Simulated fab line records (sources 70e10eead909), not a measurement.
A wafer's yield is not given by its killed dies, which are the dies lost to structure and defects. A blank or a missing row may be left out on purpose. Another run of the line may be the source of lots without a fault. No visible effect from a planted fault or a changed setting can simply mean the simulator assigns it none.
fab line records	flow nand-harc
record lots=6	wafers=18	last-day=33
route steps=1302 shown A_SLIT@945 A_SIN_REMOVE@947 A_WL_FILL@952 END@1302
lots with no fault: from the same line, run without faults
start-h: the number of hours between the record's first day and the start of the first shown wafer of the lot	wait-h: how many hours have passed since the lot's step before this one	" same as the row above	L1.1+2: one row covering several wafers at once	- either no value or no given start	* or withheld: withheld	< > ~ a bound
route shown NAME@n: a module of which the file shows steps, and the number in the route of the first	usual: average and standard deviation across the fault-free wafers	same: alike in all rows	chamber/n: place in a boat	sites: the reading at each site	_std_site: standard deviation of those values	_edge_site: outer sites' mean less inner sites'	radius-mm: for every site, how far away it sits from the centre of the wafer	mask NAME#n: copy n	behind: the last tool/chamber to shape the wafer	hold: the reason the lot was held/the length of the hold in hours/how it ended	device: the n, p or np transistor that did not switch	end of line: the route-end tests of the same wafers	a step with no rows: only its recipe	killed: the dies lost at the first sort to structure and to defects; this is not the yield of the wafer	map: the dies of a wafer, with x for killed, . for not killed, _ for no die there
set.NAME: the setting the step ran with; set.NAME@STEP: the setting that earlier step ran with	model.NAME: the simulator's own value behind a step, which no gauge read
a table for each step, a row for each wafer; lots at some steps of the route
services: a tool's chamber out of use, with start hour (start-h, from the record's first day; less than 0 if before it), hours out, and reason
## steps
# step NHARC_A_SLIT_SRD_20
# step NHARC_A_SLIT_CD_MEAS_21
# usual cd-nm=290.0/1
lot.wafer	tool	chamber	start-h	wait-h	cd-nm
L108.1	cd-sem-02	-	475.66	-	289.4
L108.2	"	-	"	"	288.8
L108.3	"	-	"	"	289.4
L110.1	cd-sem-02	-	479.13	-	288.7
L110.2	"	-	"	"	288.5
L110.4	"	-	"	"	289.9
L121.1	cd-sem-01	-	598.28	-	289.3
L121.3	"	-	"	"	288.0
L121.4	"	-	"	"	286.9
L123.3	cd-sem-01	-	612.68	-	289.3
L123.5	"	-	"	"	288.9
L123.6	"	-	"	"	291.4
L128.2	cd-sem-03	-	662.56	-	289.0
L128.5	"	-	"	"	289.2
L128.6	"	-	"	"	289.6
L129.2	cd-sem-01	-	662.92	-	286.9
L129.4	"	-	"	"	288.6
L129.6	"	-	"	"	288.5
# step NHARC_A_SIN_REMOVE_WET_00
# recipe temp-c=160	time-s=15300	chemistry=H3PO4
# step NHARC_A_SIN_REMOVE_PRECLEAN_01
# recipe time-s=*	temp-c=50	bath-age-min=0	chemistry=SC1
# step NHARC_A_SIN_REMOVE_SRD_02
# step NHARC_A_SIN_REMOVE_INSPECT_04
# usual raw-defect-count=383/77
lot.wafer	tool	chamber	start-h	wait-h	raw-defect-count
L108.1	defect-inspect-02	-	481.98	0.0	347
L108.2	"	-	"	"	450
L108.3	"	-	"	"	360
L110.1	defect-inspect-02	-	485.70	0.0	300
L110.2	"	-	"	"	371
L110.4	"	-	"	"	277
L121.1	defect-inspect-02	-	604.94	0.0	373
L121.3	"	-	"	"	353
L121.4	"	-	"	"	412
L123.3	defect-inspect-01	-	619.24	0.0	391
L123.5	"	-	"	"	427
L123.6	"	-	"	"	280
L128.2	defect-inspect-02	-	669.15	0.0	432
L128.5	"	-	"	"	434
L128.6	"	-	"	"	365
L129.2	defect-inspect-01	-	669.15	0.0	348
L129.4	"	-	"	"	384
L129.6	"	-	"	"	431
# step NHARC_A_WL_FILL_ALD_00
# recipe target-thk-a=30	pulse-time-s=3	ald-cycles=30	temp-c=300	material=Al2O3
# usual heater-power-outer-w=257/23	heater-power-w=465/32	precursor-pulse-height-rel=0.997/0.017	susceptor-temp-C=300.02/0.19
lot.wafer	tool	chamber	start-h	wait-h	heater-power-outer-w	heater-power-w	precursor-pulse-height-rel	susceptor-temp-C
L108.3	ald-hk-02	3	482.21	0.2	250	485	1.001	300.12
L108.2	"	1	"	"	248	422	0.995	299.88
L108.1	"	2	"	"	239	443	0.991	299.95
L110.2	ald-hk-01	0	485.80	0.1	241	446	0.984	299.81
L110.1	"	1	"	"	336	556	1.023	300.02
L110.4	"	2	"	"	274	461	1.002	299.93
L121.1	ald-hk-04	0	605.01	0.1	241	482	1.008	300.06
L121.3	"	1	"	"	241	439	1.007	299.90
L121.4	"	3	"	"	263	502	1.006	299.75
L123.3	ald-hk-01	0	620.59	1.3	235	448	0.992	300.05
L123.6	"	2	"	"	282	480	1.000	299.88
L123.5	"	3	"	"	258	454	1.023	299.99
L129.4	ald-hk-02	0	669.27	0.1	271	479	0.990	300.08
L129.2	"	1	"	"	249	458	1.002	300.01
L129.6	"	3	"	"	253	488	0.978	299.92
L128.2	ald-hk-04	2	669.27	0.1	236	403	0.995	300.39
L128.5	"	0	"	"	233	465	0.999	299.97
L128.6	"	1	"	"	218	445	0.961	300.48
# step NHARC_A_WL_FILL_RTA_01
# recipe temp-c=1000	time-s=5
# usual lamp-power-pct=29.6/0.67	wafer_temp_C_max=1003.8/1.8
lot.wafer	tool	chamber	start-h	wait-h	lamp-power-pct	wafer_temp_C_max
L108.1	rtp-anneal-02	0	482.49	-	30.2	1001.8
L108.2	"	0	"	"	30.3	1001.8
L108.3	"	0	"	"	30.2	1002.4
L110.1	rtp-anneal-02	0	486.06	-	30.2	1002.3
L110.2	"	0	"	"	30.3	1003.3
L110.4	"	0	"	"	30.3	1002.8
L121.1	rtp-anneal-02	0	605.28	-	30.3	1001.6
L121.3	"	0	"	"	30.3	1001.9
L121.4	"	0	"	"	30.3	1001.4
L123.3	rtp-anneal-01	0	620.97	0.3	28.9	1004.3
L123.5	"	0	"	"	29.0	1005.6
L123.6	"	0	"	"	29.0	1005.8
L129.2	rtp-anneal-01	0	669.50	-	28.9	1005.7
L129.4	"	0	"	"	28.9	1006.1
L129.6	"	0	"	"	28.9	1004.5
L128.2	rtp-anneal-02	0	669.51	-	30.3	1002.9
L128.5	"	0	"	"	30.3	1001.8
L128.6	"	0	"	"	30.3	1002.7
# step NHARC_A_WL_FILL_ALD_02
# recipe target-thk-a=20	pulse-time-s=3	ald-cycles=100	temp-c=450	material=TiN
# usual heater-power-outer-w=713/84	heater-power-w=1127/130	precursor-pulse-height-rel=0.999/0.018	susceptor-temp-C=450.01/0.22
lot.wafer	tool	chamber	start-h	wait-h	heater-power-outer-w	heater-power-w	precursor-pulse-height-rel	susceptor-temp-C
L108.1	ald-metal-01	3	482.71	0.2	787	1332	0.997	450.20
L108.3	"	1	"	"	722	1049	0.980	449.70
L108.2	"	2	"	"	696	1177	0.973	449.87
L110.1	ald-metal-02	1	486.28	0.2	592	895	0.987	450.30
L110.2	"	2	"	"	810	1241	0.988	450.04
L110.4	"	0	"	"	668	1095	1.005	450.29
L121.4	ald-metal-03	1	605.50	0.1	728	1040	1.020	450.39
L121.3	"	3	"	"	648	1113	0.999	449.98
L121.1	"	0	"	"	571	940	1.008	449.71
L123.3	ald-metal-03	0	621.16	0.2	577	929	0.981	449.61
L123.6	"	3	"	"	670	1088	0.967	450.00
L123.5	"	0	"	"	579	925	0.981	450.02
L128.2	ald-metal-01	3	669.70	0.2	804	1376	1.042	449.75
L128.6	"	3	"	"	814	1329	1.014	450.12
L128.5	"	0	"	"	811	1219	0.985	449.45
L129.4	ald-metal-02	1	669.73	0.1	569	872	1.031	449.83
L129.2	"	3	"	"	779	1246	0.998	450.17
L129.6	"	1	"	"	566	895	0.968	449.90
# step NHARC_A_WL_FILL_CVD_03
# recipe target-thk-a=400	temp-c=300	pressure-torr=40	wf6-flow-sccm=40	h2-flow-sccm=1600	ar-flow-sccm=1560	time-s=279	material=W
# usual heater-power-outer-w=247/22	heater-power-w=454/30	mfc-wf6-sccm=40.01/0.12	susceptor-temp-C=299.96/0.18	throttle-valve-pct=7.88/0.17
lot.wafer	tool	chamber	start-h	wait-h	heater-power-outer-w	heater-power-w	mfc-wf6-sccm	susceptor-temp-C	throttle-valve-pct
L108.2	cvd-w-01	0	483.26	0.2	276	495	40.04	299.90	7.73
L108.1	"	1	"	"	275	448	39.94	299.67	7.90
L108.3	"	1	"	"	269	450	40.04	300.00	7.82
L110.2	cvd-w-02	1	486.71	0.1	228	464	40.06	299.91	7.73
L110.1	"	0	"	"	235	427	40.07	299.82	8.10
L110.4	"	0	"	"	231	414	39.94	299.94	7.89
L121.1	cvd-w-02	0	605.93	0.1	232	425	39.99	299.90	7.81
L121.3	"	0	"	"	233	431	39.95	300.09	8.13
L121.4	"	1	"	"	223	448	39.75	300.07	7.83
L123.3	cvd-w-02	0	621.66	0.2	233	428	39.95	299.88	7.97
L123.5	"	0	"	"	232	431	39.94	300.08	7.80
L123.6	"	1	"	"	226	465	39.98	300.27	8.14
L129.2	cvd-w-01	0	670.18	0.1	277	501	39.95	299.91	8.05
L129.4	"	0	"	"	280	491	40.03	299.84	7.86
L129.6	"	1	"	"	253	422	40.06	299.98	8.04
L128.2	cvd-w-02	0	670.19	0.1	222	406	40.12	299.95	7.83
L128.6	"	1	"	"	249	490	40.03	299.93	8.11
L128.5	"	0	"	"	218	413	39.96	299.93	7.88
# step NHARC_A_WL_FILL_ETCHBACK_04
# recipe target-depth-a=600	time-s=120	chemistry=NF3
# usual drypump-motor-current-A=5.5/0.48	oes-product-au=1.004/0.0083	run-length-s=141.3/0.42
lot.wafer	tool	chamber	start-h	wait-h	drypump-motor-current-A	oes-product-au	rf-hours-counter-h	run-length-s
L108.2	rie-metal-03	0	483.63	0.3	5.2	1.004	2.3	141.0
L108.1	"	1	"	"	6.3	1.000	2.3	140.4
L108.3	"	1	"	"	6.3	1.000	-	140.6
L110.2	rie-metal-02	0	487.11	0.3	5.0	1.012	0.2	141.6
L110.1	"	1	"	"	5.2	0.998	0.2	141.4
L110.4	"	1	"	"	5.2	1.009	-	141.3
L121.1	rie-metal-02	0	606.30	0.3	5.1	1.000	2.6	57.9
L121.3	"	0	"	"	5.1	1.001	-	58.1
L121.4	"	1	"	"	5.2	0.995	-	58.4
L123.3	rie-metal-02	0	622.00	0.3	5.0	1.015	-	57.7
L123.5	"	0	"	"	5.1	1.013	-	57.7
L123.6	"	1	"	"	5.2	0.997	-	57.8
L129.2	rie-metal-03	0	670.53	0.3	5.2	1.007	2.6	141.1
L129.4	"	1	"	"	6.3	0.998	-	140.3
L129.6	"	0	"	"	5.2	1.012	-	141.5
L128.2	rie-metal-01	0	670.54	0.3	6.0	1.000	1.4	141.2
L128.6	"	1	"	"	5.2	1.018	-	141.4
L128.5	"	0	"	"	6.0	1.012	-	141.4
# step NHARC_A_WL_FILL_ETCHBACK_05
# recipe target-depth-a=220	time-s=60	temp-c=40	chemistry=Cl2/BCl3
# usual drypump-motor-current-A=5.5/0.48	oes-product-au=1.005/0.0083	run-length-s=81.2/0.42	temp-c=40.00/0.11
lot.wafer	tool	chamber	start-h	wait-h	drypump-motor-current-A	oes-product-au	rf-hours-counter-h	run-length-s	temp-c
L108.2	rie-metal-03	1	483.88	0.2	6.3	1.008	2.4	80.8	39.80
L108.1	"	0	"	"	5.2	0.998	2.4	81.0	39.91
L108.3	"	0	"	"	5.2	1.014	-	81.2	39.94
L110.1	rie-metal-02	1	487.35	0.2	5.2	0.999	0.4	81.7	40.19
L110.2	"	0	"	"	5.1	0.999	0.4	81.6	39.96
L110.4	"	1	"	"	5.2	1.005	-	81.5	40.13
L121.1	rie-metal-02	0	606.56	0.2	5.1	1.014	2.7	81.4	39.89
L121.4	"	1	"	"	5.2	0.994	-	81.5	40.10
L121.3	"	0	"	"	5.0	1.023	-	81.4	39.88
L123.3	rie-metal-02	0	622.20	0.2	5.0	0.990	-	82.1	39.98
L123.5	"	0	"	"	5.0	1.001	-	81.2	39.96
L123.6	"	1	"	"	5.2	1.000	-	81.8	39.98
L129.2	rie-metal-03	0	670.75	0.2	5.2	1.004	2.7	81.3	39.89
L129.4	"	0	"	"	5.2	1.007	-	81.1	39.99
L129.6	"	0	"	"	5.2	1.012	-	80.9	40.02
L128.2	rie-metal-01	0	670.77	0.2	6.1	0.999	1.6	81.7	39.91
L128.5	"	1	"	"	5.3	1.011	-	81.7	39.93
L128.6	"	0	"	"	6.1	0.994	-	81.2	39.87
# step NHARC_END_SORT_01
# recipe temp-c=25
# usual killed-at-array=58/20	killed-at-other=1.0/1.2	killed-at-periphery=4.1/3	killed-dies=63/20	killed-open=3.2/1.7	killed-short=2.5/1.5
# same gross-dies=677
lot.wafer	tool	chamber	start-h	wait-h	killed-at-array	killed-at-other	killed-at-periphery	killed-dies	killed-open	killed-short
L121.1	prober-01	0	700.70	2.5	674	1	2	677	3	3
L121.3	prober-01	0	702.30	3.1	674	0	3	677	4	2
L121.4	prober-01	0	703.10	3.4	672	1	4	677	3	2
L123.3	prober-02	0	720.22	3.1	673	2	2	677	2	6
L123.5	prober-02	0	721.82	3.7	673	2	2	677	3	1
L123.6	prober-02	0	722.61	4.0	673	2	2	677	3	2
# killed by level:class
L121.1 A_WL_FILL:area-etchback=626 A_SLIT:chamber-film-flake=22 A_STAIRCASE:chamber-film-flake=8 A_CHANNEL_HOLE_D1:chamber-film-flake=8 A_CHANNEL_FILL_D1:chamber-film-flake=3 P_M0:geometric-particle:open=1 A_SOURCE_PLATE:geometric-particle:short=1 A_DECK1_JOINT:geometric-particle:open=1
L121.3 A_WL_FILL:area-etchback=613 A_SLIT:chamber-film-flake=34 A_CHANNEL_HOLE_D1:chamber-film-flake=13 A_STAIRCASE:chamber-film-flake=6 A_CONTACT:chamber-film-flake=4 P_STI:geometric-particle:open=1 P_CONTACT:geometric-particle:short=1 A_DECK1_JOINT:geometric-particle:open=1
L121.4 A_WL_FILL:area-etchback=613 A_SLIT:chamber-film-flake=33 A_CHANNEL_HOLE_D1:chamber-film-flake=9 A_CONTACT:chamber-film-flake=6 A_STAIRCASE:chamber-film-flake=4 A_WL_FILL:chamber-film-flake=3 P_GATE:chamber-film-flake=2 P_GATE:geometric-particle:open=1
L123.3 A_WL_FILL:area-etchback=621 A_CHANNEL_HOLE_D2:chamber-film-flake=25 A_CONTACT:chamber-film-flake=6 A_CHANNEL_HOLE_D1:chamber-film-flake=4 A_CHANNEL_FILL_D2:geometric-particle:short=3 A_SLIT:chamber-film-flake=3 A_DECK1_JOINT:chamber-film-flake=2 A_STAIRCASE:chamber-film-flake=2
L123.5 A_WL_FILL:area-etchback=624 A_CHANNEL_HOLE_D2:chamber-film-flake=21 A_CHANNEL_HOLE_D1:chamber-film-flake=10 A_CONTACT:chamber-film-flake=8 A_SLIT:chamber-film-flake=4 THIN_TSV:chamber-film-flake=2 A_ONON_D1:geometric-particle:short=1 A_CHANNEL_FILL_D2:geometric-particle:open=1
L123.6 A_WL_FILL:area-etchback=621 A_CHANNEL_HOLE_D2:chamber-film-flake=26 A_CHANNEL_HOLE_D1:chamber-film-flake=14 A_CONTACT:chamber-film-flake=6 A_SLIT:chamber-film-flake=2 THIN_TSV:chamber-film-flake=2 P_GATE:geometric-particle:open=1 A_CHANNEL_FILL_D1:geometric-particle:open=1
# map L121.1 (x killed, . not)
____________x____________
_________xxxxxxx_________
_______xxxxxxxxxxx_______
______xxxxxxxxxxxxx______
_____xxxxxxxxxxxxxxx_____
____xxxxxxxxxxxxxxxxx____
____xxxxxxxxxxxxxxxxx____
___xxxxxxxxxxxxxxxxxxx___
___xxxxxxxxxxxxxxxxxxx___
__xxxxxxxxxxxxxxxxxxxxx__
__xxxxxxxxxxxxxxxxxxxxx__
_xxxxxxxxxxxxxxxxxxxxxxx_
_xxxxxxxxxxxxxxxxxxxxxxx_
_xxxxxxxxxxxxxxxxxxxxxxx_
_xxxxxxxxxxxxxxxxxxxxxxx_
_xxxxxxxxxxxxxxxxxxxxxxx_
xxxxxxxxxxxxxxxxxxxxxxxxx
xxxxxxxxxxxxxxxxxxxxxxxxx
xxxxxxxxxxxxxxxxxxxxxxxxx
xxxxxxxxxxxxxxxxxxxxxxxxx
xxxxxxxxxxxxxxxxxxxxxxxxx
_xxxxxxxxxxxxxxxxxxxxxxx_
_xxxxxxxxxxxxxxxxxxxxxxx_
_xxxxxxxxxxxxxxxxxxxxxxx_
_xxxxxxxxxxxxxxxxxxxxxxx_
_xxxxxxxxxxxxxxxxxxxxxxx_
__xxxxxxxxxxxxxxxxxxxxx__
__xxxxxxxxxxxxxxxxxxxxx__
___xxxxxxxxxxxxxxxxxxx___
___xxxxxxxxxxxxxxxxxxx___
____xxxxxxxxxxxxxxxxx____
____xxxxxxxxxxxxxxxxx____
_____xxxxxxxxxxxxxxx_____
______xxxxxxxxxxxxx______
_______xxxxxxxxxxx_______
_________xxxxxxx_________
____________x____________
# map L123.3 (x killed, . not)
____________x____________
_________xxxxxxx_________
_______xxxxxxxxxxx_______
______xxxxxxxxxxxxx______
_____xxxxxxxxxxxxxxx_____
____xxxxxxxxxxxxxxxxx____
____xxxxxxxxxxxxxxxxx____
___xxxxxxxxxxxxxxxxxxx___
___xxxxxxxxxxxxxxxxxxx___
__xxxxxxxxxxxxxxxxxxxxx__
__xxxxxxxxxxxxxxxxxxxxx__
_xxxxxxxxxxxxxxxxxxxxxxx_
_xxxxxxxxxxxxxxxxxxxxxxx_
_xxxxxxxxxxxxxxxxxxxxxxx_
_xxxxxxxxxxxxxxxxxxxxxxx_
_xxxxxxxxxxxxxxxxxxxxxxx_
xxxxxxxxxxxxxxxxxxxxxxxxx
xxxxxxxxxxxxxxxxxxxxxxxxx
xxxxxxxxxxxxxxxxxxxxxxxxx
xxxxxxxxxxxxxxxxxxxxxxxxx
xxxxxxxxxxxxxxxxxxxxxxxxx
_xxxxxxxxxxxxxxxxxxxxxxx_
_xxxxxxxxxxxxxxxxxxxxxxx_
_xxxxxxxxxxxxxxxxxxxxxxx_
_xxxxxxxxxxxxxxxxxxxxxxx_
_xxxxxxxxxxxxxxxxxxxxxxx_
__xxxxxxxxxxxxxxxxxxxxx__
__xxxxxxxxxxxxxxxxxxxxx__
___xxxxxxxxxxxxxxxxxxx___
___xxxxxxxxxxxxxxxxxxx___
____xxxxxxxxxxxxxxxxx____
____xxxxxxxxxxxxxxxxx____
_____xxxxxxxxxxxxxxx_____
______xxxxxxxxxxxxx______
_______xxxxxxxxxxx_______
_________xxxxxxx_________
____________x____________
## services
tool	chamber	start-h	hours	kind
rie-metal-02	0	463.00	-	clean
rie-metal-02	1	463.00	-	clean
ald-hk-01	-	474.69	10.0	pm
ald-metal-01	2	490.21	5.0	repair
rie-metal-01	-	503.86	0.7	repair
rie-metal-03	-	519.00	9.0	pm
ald-metal-01	-	526.00	10.0	pm
ald-hk-02	-	528.48	10.0	pm
ald-metal-03	2	536.05	3.5	repair
cvd-w-01	-	548.10	13.0	pm
ald-metal-03	-	568.00	10.0	pm
rie-metal-01	-	575.03	9.0	pm
rie-metal-02	1	575.61	21.2	repair
ald-metal-01	2	598.58	23.8	repair
ald-metal-03	1	605.90	1.8	repair
ald-metal-02	-	610.00	10.0	pm
cvd-w-01	-	630.11	0.7	repair
rie-metal-02	-	631.00	9.0	pm
rie-metal-02	0	631.00	9.0	vent-cycle
rie-metal-02	1	631.00	9.0	vent-cycle
cvd-w-02	-	631.48	13.0	pm
rie-metal-02	0	640.00	-	clean
rie-metal-02	1	640.00	-	clean
ald-hk-04	-	646.70	1.0	repair
## key
first-sign step=NHARC_A_WL_FILL_ETCHBACK_04	reading=run-length-s	direction=down	sigmas=99+	usual=*	struck=*
effect step=NHARC_END_SORT_01	reading=killed-dies	direction=up	sigmas=31	usual=63	struck=677
more-kills-born-at NHARC_A_WL_FILL_ETCHBACK_04@rie-metal-02=3718
met-at NHARC_A_WL_FILL_ETCHBACK_04
struck-wafers L121.1,L121.3,L121.4,L123.3,L123.5,L123.6
later-rows-left-out L121.1,L121.3,L121.4,L123.3,L123.5,L123.6
tester-left-out L121,L123
onset-between 487.11 606.30
fault kind=process-parameter-drift	tool=rie-metal-02	chamber=-	onset-h=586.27	steps=NHARC_A_WL_FILL_ETCHBACK_04	channel=time-s	offset=*	shape=step	end-h=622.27	acts-in=*	stated=*
# tester-left-out: of these lots the tester's yield and bins aren't shown, on N5 and GAA mostly nor the transistor test; their killed dies are dies lost to structure and defects alone, not to doping, threshold or leakage, so they don't give the yield
# later-rows-left-out: the simulator's readings of these wafers behind a module that went badly wrong aren't trusted and aren't shown, but for the sort
